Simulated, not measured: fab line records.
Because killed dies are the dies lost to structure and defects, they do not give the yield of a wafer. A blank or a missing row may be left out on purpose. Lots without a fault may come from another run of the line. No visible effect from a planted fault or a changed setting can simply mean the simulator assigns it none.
Lot-split experiment | flow n5_finfet | 15 wafers read across 7 lots, on a route 1938 steps long

== SPLIT DETAILS ==
At N5_BEOL_M3_SPUTTER_88 (material Cu, target thk 4.5 nm, time 8.29 s), the setting time_s was moved away from the recipe's 8.29 s on 3 of the 15 wafers read, by -6.3% to +11.9%. This setting was run at the recipe's value on the other wafers.

The reading is taken at the split's own step.

== THE READING ==
Cu_of_BEOL_M3_SPUTTER_88.thk_nm (the simulator's own value, which no gauge read), in nm, at N5_BEOL_M3_SPUTTER_88 (material Cu, target thk 4.5 nm, time 8.29 s). The file does not state a usual value for it. Here, 12 wafers ran the recipe; their average is 4.5 nm with a standard deviation of 0.17 nm.

wafer  | tool, chamber at the split | time_s as run, s | against the recipe | Cu_of_BEOL_M3_SPUTTER_88.thk_nm, nm | against lot-mates on the recipe
L082.4 | pvd_sputter-03, -          | 7.766            | -6.3%              | 4.2                                 | -0.4
L082.5 | pvd_sputter-03, -          | 8.29             | recipe             | 4.6                                 | -
L088.2 | pvd_sputter-03, -          | 8.29             | recipe             | 4.6                                 | -
L088.5 | pvd_sputter-03, -          | 8.29             | recipe             | 4.6                                 | -
L088.3 | pvd_sputter-03, -          | 8.29             | recipe             | 4.8                                 | -
L092.3 | pvd_sputter-01, -          | 8.29             | recipe             | 4.4                                 | -
L092.6 | pvd_sputter-01, -          | 8.29             | recipe             | 4.4                                 | -
L090.2 | pvd_sputter-02, -          | 9.278            | +11.9%             | 5                                   | +0.4
L090.4 | pvd_sputter-02, -          | 8.29             | recipe             | 4.6                                 | -
L091.1 | pvd_sputter-03, -          | 8.29             | recipe             | 4.6                                 | -
L091.6 | pvd_sputter-03, -          | 8.29             | recipe             | 4.4                                 | -
L096.5 | pvd_sputter-02, -          | 8.29             | recipe             | 4.6                                 | -
L095.1 | pvd_sputter-02, -          | 8.29             | recipe             | 4.2                                 | -
L095.2 | pvd_sputter-02, -          | 8.29             | recipe             | 4.2                                 | -
L095.5 | pvd_sputter-02, -          | 8.837            | +6.6%              | 4.6                                 | +0.4

THE FIT
A straight line over all 15 wafers: Cu_of_BEOL_M3_SPUTTER_88.thk_nm changes by +0.0384 nm for each +1% of time_s; r = +0.67; the points scatter about the line by 0.17 nm.
The same after taking each lot's own level away (the mean of its wafers on the recipe; 15 wafers): +0.0446 nm for each +1%; r = +0.91; scatter 0.082 nm.
That fit puts the effect of the largest move of time_s on the reading at 0.53 nm.
The lots' own levels span 4.20 to 4.67 nm, that is 2.7 times the standard deviation above.
So the lot-to-lot level blurs the effect unless lot-mates are compared.
Check: +0.736 nm against its lot-mates is what the line predicts for one of the wafers moved furthest among these (+11.9%) when that wafer is left out of the fit. Against them it came out at +0.4 nm.

== THESE WAFERS: OTHER SPLITS ==
Note: prior to the reading, these wafers also went through further splits. Each is held against what the fit with the lots' levels taken away leaves over:
other split on the same wafers | wafers away from the commonest value | r with Cu_of_BEOL_M3_SPUTTER_88.thk_nm (lot level and that fit taken away)
N5_BEOL_M1_ILD_DEP_00 time_s   | 5                                    | +0.37
N5_BEOL_M1_PECVD_72 time_s     | 4                                    | +0.21
N5_BEOL_M2_DESCUM_16 time_s    | 6                                    | +0.04
N5_BEOL_M2_COAT_67 spin_rpm    | 4                                    | -0.21
N5_BEOL_M3_COAT_05 spin_rpm    | 6                                    | +0.39
N5_BEOL_M3_EXPOSE_08 dose_mj   | 6                                    | +0.28

== THE FILE'S OWN FIT ==
Cu_of_BEOL_M3_SPUTTER_88.thk_nm changes by +0.0451 nm for each +1% of time_s, r = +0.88.
